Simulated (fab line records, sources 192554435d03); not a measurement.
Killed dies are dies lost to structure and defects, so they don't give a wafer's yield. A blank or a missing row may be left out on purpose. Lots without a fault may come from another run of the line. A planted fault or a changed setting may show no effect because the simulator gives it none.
Which tool did it? | flow n5_finfet | 24 lots, 72 wafers sampled, at 4 steps of a route of 1938

WHAT THE GAUGES READ, wafer by wafer
N5_BEOL_M1_OVL_MEAS_29. Usual: V0_OVL 0.1 nm, standard deviation 0.68.
lot  | measured     | on         | V0_OVL (nm)    | flag
L074 | day 6 05:43  | overlay-02 | 1.3 0.6 0.8    |
L075 | day 6 10:46  | overlay-02 | 0.7 0.9 1.4    |
L076 | day 7 00:01  | overlay-02 | 2.0 1.6 0.6    |
L078 | day 7 04:37  | overlay-01 | 0.4 0.7 1.3    |
L077 | day 7 11:11  | overlay-02 | 0.5 0.3 0.2    |
L079 | day 7 11:51  | overlay-02 | -1.1 -0.6 -1.4 |
L080 | day 7 16:26  | overlay-02 | 0.5 0.4 0.2    |
L081 | day 7 19:02  | overlay-02 | -0.5 -1.0 0.0  |
L082 | day 8 02:53  | overlay-01 | -0.9 -0.7 0.2  |
L083 | day 8 11:48  | overlay-01 | 0.7 0.6 -0.2   |
L084 | day 8 18:52  | overlay-01 | -0.6 0.4 -0.1  |
L085 | day 9 03:54  | overlay-02 | -1.0 -0.5 -0.6 |
L086 | day 9 08:47  | overlay-02 | -0.2 0.1 0.0   |
L087 | day 9 12:13  | overlay-01 | 0.5 -0.2 -0.6  |
L088 | day 9 19:46  | overlay-01 | -0.7 -1.2 -0.1 |
L089 | day 9 19:59  | overlay-02 | 0.0 -0.3 0.2   |
L091 | day 10 07:10 | overlay-02 | -0.8 0.2 -0.6  |
L090 | day 10 07:26 | overlay-02 | 0.3 0.0 0.6    |
L093 | day 10 20:31 | overlay-02 | -0.4 0.2 -0.2  |
L092 | day 10 23:29 | overlay-02 | 0.2 0.3 -0.8   |
L094 | day 11 10:43 | overlay-02 | 0.5 0.4 1.0    |
L095 | day 11 11:04 | overlay-02 | 0.2 0.2 -0.4   |
L097 | day 11 22:56 | overlay-01 | 0.1 0.8 0.8    |
L096 | day 11 23:08 | overlay-01 | -0.4 -0.2 -0.5 |

WHICH TOOL RAN EACH LOT (tool, then ch and the chambers of the sampled wafers, then the start)
lot  | N5_BEOL_M0_SURFACE_TREAT_137 | N5_BEOL_M0_CMP_120            | N5_BEOL_M1_ILD_DEP_00
L074 | pvd_sputter-02, day 6 01:25  | cmp-02 ch 2,3, day 6 02:28    | pecvd-04 ch 0,1, day 6 03:09
L075 | pvd_sputter-01, day 6 06:25  | cmp-01 ch 0,1,2, day 6 08:07  | pecvd-03 ch 0,1,2, day 6 08:46
L076 | pvd_sputter-01, day 6 18:57  | cmp-01 ch 0,2,3, day 6 20:29  | pecvd-04 ch 1,2, day 6 21:05
L078 | pvd_sputter-02, day 6 23:35  | cmp-02 ch 2,3, day 7 00:39    | pecvd-03 ch 0,1, day 7 01:14
L077 | pvd_sputter-02, day 7 05:42  | cmp-04 ch 0,2,3, day 7 06:59  | pecvd-04 ch 0,2, day 7 07:34
L079 | pvd_sputter-02, day 7 05:44  | cmp-04 ch 0,3, day 7 07:31    | pecvd-03 ch 0,2, day 7 08:05
L080 | pvd_sputter-02, day 7 10:38  | cmp-02 ch 0,1,3, day 7 11:52  | pecvd-03 ch 0,2, day 7 12:26
L081 | pvd_sputter-03, day 7 15:14  | cmp-02 ch 0,1,3, day 7 16:27  | pecvd-03 ch 0,2, day 7 17:04
L082 | pvd_sputter-03, day 7 21:07  | cmp-01 ch 0,2,3, day 7 22:26  | pecvd-03 ch 1,2, day 7 23:01
L083 | pvd_sputter-03, day 8 06:55  | cmp-04 ch 0,3, day 8 07:59    | pecvd-04 ch 0,1,2, day 8 08:36
L084 | pvd_sputter-01, day 8 11:31  | cmp-01 ch 0,1,2, day 8 13:53  | pecvd-04 ch 0,2, day 8 14:25
L085 | pvd_sputter-02, day 8 20:59  | cmp-04 ch 1,3, day 8 22:01    | pecvd-01 ch 0,2, day 8 22:38
L086 | pvd_sputter-02, day 9 04:03  | cmp-02 ch 0,1, day 9 05:08    | pecvd-01 ch 0,1,2, day 9 05:45
L087 | pvd_sputter-03, day 9 07:01  | cmp-04 ch 0,1,2, day 9 08:17  | pecvd-01 ch 0,1, day 9 08:49
L088 | pvd_sputter-01, day 9 14:10  | cmp-04 ch 0,3, day 9 15:28    | pecvd-03 ch 0, day 9 16:05
L089 | pvd_sputter-01, day 9 14:34  | cmp-04 ch 1,2,3, day 9 15:50  | pecvd-04 ch 0,1,2, day 9 16:27
L091 | pvd_sputter-02, day 10 01:20 | cmp-01 ch 0,1, day 10 02:58   | pecvd-03 ch 0,1, day 10 03:35
L090 | pvd_sputter-01, day 10 01:23 | cmp-04 ch 0,2, day 10 04:03   | pecvd-01 ch 0,2, day 10 04:40
L093 | pvd_sputter-01, day 10 13:50 | cmp-01 ch 0,2,3, day 10 15:13 | pecvd-03 ch 0,1,2, day 10 15:46
L092 | pvd_sputter-03, day 10 17:52 | cmp-02 ch 2,3, day 10 19:06   | pecvd-03 ch 0,1,2, day 10 19:43
L094 | pvd_sputter-03, day 11 05:47 | cmp-04 ch 0,1, day 11 07:07   | pecvd-03 ch 0,1,2, day 11 07:46
L095 | pvd_sputter-02, day 11 05:53 | cmp-02 ch 0,1, day 11 07:17   | pecvd-04 ch 0,1, day 11 07:52
L097 | pvd_sputter-02, day 11 15:56 | cmp-02 ch 0,2,3, day 11 18:28 | pecvd-04 ch 0,2, day 11 19:01
L096 | pvd_sputter-03, day 11 17:31 | cmp-02 ch 1,2, day 11 18:53   | pecvd-03 ch 0,1,2, day 11 19:28
- N5_BEOL_M0_SURFACE_TREAT_137
- N5_BEOL_M0_CMP_120: polishes, stops on SiOC, t overpolish 6.9 s.
- N5_BEOL_M1_ILD_DEP_00: deposits SiOC from DEMS/O2, target thk 79 nm, time 15.3 s.

WHAT THE TOOLS THEMSELVES READ (means of the sampled wafers that have a number; where no wafer has one, the mark that the record gives instead)
N5_BEOL_M0_SURFACE_TREAT_137. Usual: ar_flow_sccm 30.01 sccm, standard deviation 0.09.
lot  | tool           | ar_flow_sccm (sccm) | flag
L074 | pvd_sputter-02 | 29.99               |
L075 | pvd_sputter-01 | 30.11               |
L076 | pvd_sputter-01 | 29.99               |
L078 | pvd_sputter-02 | 30.03               |
L077 | pvd_sputter-02 | 30.01               |
L079 | pvd_sputter-02 | 30.01               |
L080 | pvd_sputter-02 | 30.06               |
L081 | pvd_sputter-03 | 30.01               |
L082 | pvd_sputter-03 | 29.95               |
L083 | pvd_sputter-03 | 29.94               |
L084 | pvd_sputter-01 | 30.00               |
L085 | pvd_sputter-02 | 30.04               |
L086 | pvd_sputter-02 | 30.01               |
L087 | pvd_sputter-03 | 30.09               |
L088 | pvd_sputter-01 | 30.05               |
L089 | pvd_sputter-01 | 29.95               |
L091 | pvd_sputter-02 | 29.96               |
L090 | pvd_sputter-01 | 30.05               |
L093 | pvd_sputter-01 | 30.07               |
L092 | pvd_sputter-03 | 29.98               |
L094 | pvd_sputter-03 | 29.94               |
L095 | pvd_sputter-02 | 29.96               |
L097 | pvd_sputter-02 | 30.03               |
L096 | pvd_sputter-03 | 30.04               |

N5_BEOL_M0_CMP_120. Usual: barrier_field_endpoint_s 3.56 s, standard deviation 0.16; motor_current_A 6.0 A, standard deviation 0.69; overpolish_run_s 6.901 s, standard deviation 0.0085; platen_rpm 50.00 rpm, standard deviation 0.031; slurry_filter_dp_kPa 13.49 kPa, standard deviation 0.11; time_to_endpoint_s 60 s, standard deviation 4.
lot  | tool   | barrier_field_endpoint_s (s) | motor_current_A (A) | overpolish_run_s (s) | platen_rpm (rpm) | slurry_filter_dp_kPa (kPa) | time_to_endpoint_s (s) | flag
L074 | cmp-02 | 3.49                         | 6.1                 | 6.891                | 50.02            | 13.46                      | 53                     |
L075 | cmp-01 | 3.54                         | 5.6                 | 6.901                | 50.01            | 13.58                      | 61                     |
L076 | cmp-01 | 3.62                         | 5.8                 | 6.904                | 50.01            | 13.52                      | 59                     |
L078 | cmp-02 | 3.51                         | 6.0                 | 6.901                | 50.00            | 13.49                      | 59                     |
L077 | cmp-04 | 3.72                         | 5.7                 | 6.903                | 49.97            | 13.54                      | 64                     |
L079 | cmp-04 | 3.45                         | 5.3                 | 6.900                | 50.00            | 13.45                      | 60                     |
L080 | cmp-02 | 3.48                         | 6.5                 | 6.901                | 50.00            | 13.43                      | 55                     |
L081 | cmp-02 | 3.42                         | 6.4                 | 6.897                | 50.03            | 13.51                      | 61                     |
L082 | cmp-01 | 3.62                         | 5.4                 | 6.899                | 50.00            | 13.58                      | 62                     |
L083 | cmp-04 | 3.56                         | 5.8                 | 6.900                | 50.00            | 13.45                      | 62                     |
L084 | cmp-01 | 3.43                         | 5.5                 | 6.898                | 50.00            | 13.35                      | 63                     |
L085 | cmp-04 | 3.45                         | 6.5                 | 6.890                | 50.01            | 13.57                      | 57                     |
L086 | cmp-02 | 3.77                         | 6.3                 | 6.900                | 50.00            | 13.58                      | 63                     |
L087 | cmp-04 | 3.49                         | 5.9                 | 6.900                | 49.98            | 13.53                      | 62                     |
L088 | cmp-04 | 3.39                         | 5.2                 | 6.907                | 50.03            | 13.47                      | 62                     |
L089 | cmp-04 | 3.64                         | 6.2                 | 6.894                | 49.99            | 13.38                      | 57                     |
L091 | cmp-01 | 3.73                         | 6.1                 | 6.899                | 49.95            | 13.38                      | 61                     |
L090 | cmp-04 | 3.47                         | 5.5                 | 6.899                | 49.99            | 13.52                      | 62                     |
L093 | cmp-01 | 3.69                         | 5.5                 | 6.898                | 49.98            | 13.39                      | 59                     |
L092 | cmp-02 | 3.55                         | 6.3                 | 6.896                | 50.01            | 13.45                      | 61                     |
L094 | cmp-04 | 3.54                         | 5.3                 | 6.901                | 50.03            | 13.57                      | 59                     |
L095 | cmp-02 | 3.50                         | 6.8                 | 6.910                | 50.00            | 13.57                      | 61                     |
L097 | cmp-02 | 3.68                         | 6.1                 | 6.903                | 50.01            | 13.47                      | 63                     |
L096 | cmp-02 | 3.44                         | 6.4                 | 6.911                | 49.99            | 13.51                      | 60                     |

N5_BEOL_M1_ILD_DEP_00. Usual: heater_power_w 492 W, standard deviation 65; showerhead_plenum_p_Torr 5.701 Torr, standard deviation 0.018; showerhead_vpp_V 1385 V, standard deviation 59; throttle_valve_pct 11.9 %, standard deviation 0.7.
lot  | tool     | heater_power_w (W) | showerhead_plenum_p_Torr (Torr) | showerhead_vpp_V (V) | throttle_valve_pct (%) | flag
L074 | pecvd-04 | 522                | 5.681                           | 1410                 | 12.2                   |
L075 | pecvd-03 | 480                | 5.713                           | 1355                 | 12.0                   |
L076 | pecvd-04 | 529                | 5.686                           | 1378                 | 11.7                   |
L078 | pecvd-03 | 481                | 5.716                           | 1387                 | 11.8                   |
L077 | pecvd-04 | 532                | 5.706                           | 1375                 | 11.3                   |
L079 | pecvd-03 | 444                | 5.725                           | 1344                 | 11.6                   |
L080 | pecvd-03 | 451                | 5.726                           | 1345                 | 11.6                   |
L081 | pecvd-03 | 451                | 5.726                           | 1343                 | 11.5                   |
L082 | pecvd-03 | 413                | 5.700                           | 1339                 | 12.4                   |
L083 | pecvd-04 | 558                | 5.698                           | 1400                 | 11.7                   |
L084 | pecvd-04 | 575                | 5.687                           | 1377                 | 11.3                   |
L085 | pecvd-01 | 398                | 5.701                           | 1470                 | 12.0                   |
L086 | pecvd-01 | 456                | 5.699                           | 1426                 | 11.8                   |
L087 | pecvd-01 | 439                | 5.687                           | 1457                 | 11.8                   |
L088 | pecvd-03 | 482                | 5.728                           | 1372                 | 11.1                   |
L089 | pecvd-04 | 546                | 5.695                           | 1398                 | 11.8                   |
L091 | pecvd-03 | 503                | 5.716                           | 1386                 | 11.8                   |
L090 | pecvd-01 | 457                | 5.697                           | 1457                 | 11.8                   |
L093 | pecvd-03 | 466                | 5.705                           | 1343                 | 11.8                   |
L092 | pecvd-03 | 470                | 5.715                           | 1367                 | 11.6                   |
L094 | pecvd-03 | 426                | 5.709                           | 1354                 | 11.7                   |
L095 | pecvd-04 | 571                | 5.693                           | 1459                 | 12.3                   |
L097 | pecvd-04 | 602                | 5.687                           | 1431                 | 11.8                   |
L096 | pecvd-03 | 455                | 5.703                           | 1362                 | 11.8                   |

THE ANSWER, worked out from the rows above alone
Rule: a lot is off if the mean of its wafers that have a number lies more than 3 standard deviations from the usual mean. A lot without any number at a reading at which 4 lots or more have one is off too. The other lots that the step has rows for count as sound. The gauges are gone through in route order, then the tools' own readings, and for those a lot's mean is taken as printed above. The first step at which some lot is off is used, and at that step the reading that is off furthest; a lot without a number counts as furthest.
No lot is off at any reading shown: from this, nothing can be told.

WHAT THE SIMULATOR HAD PUT IN
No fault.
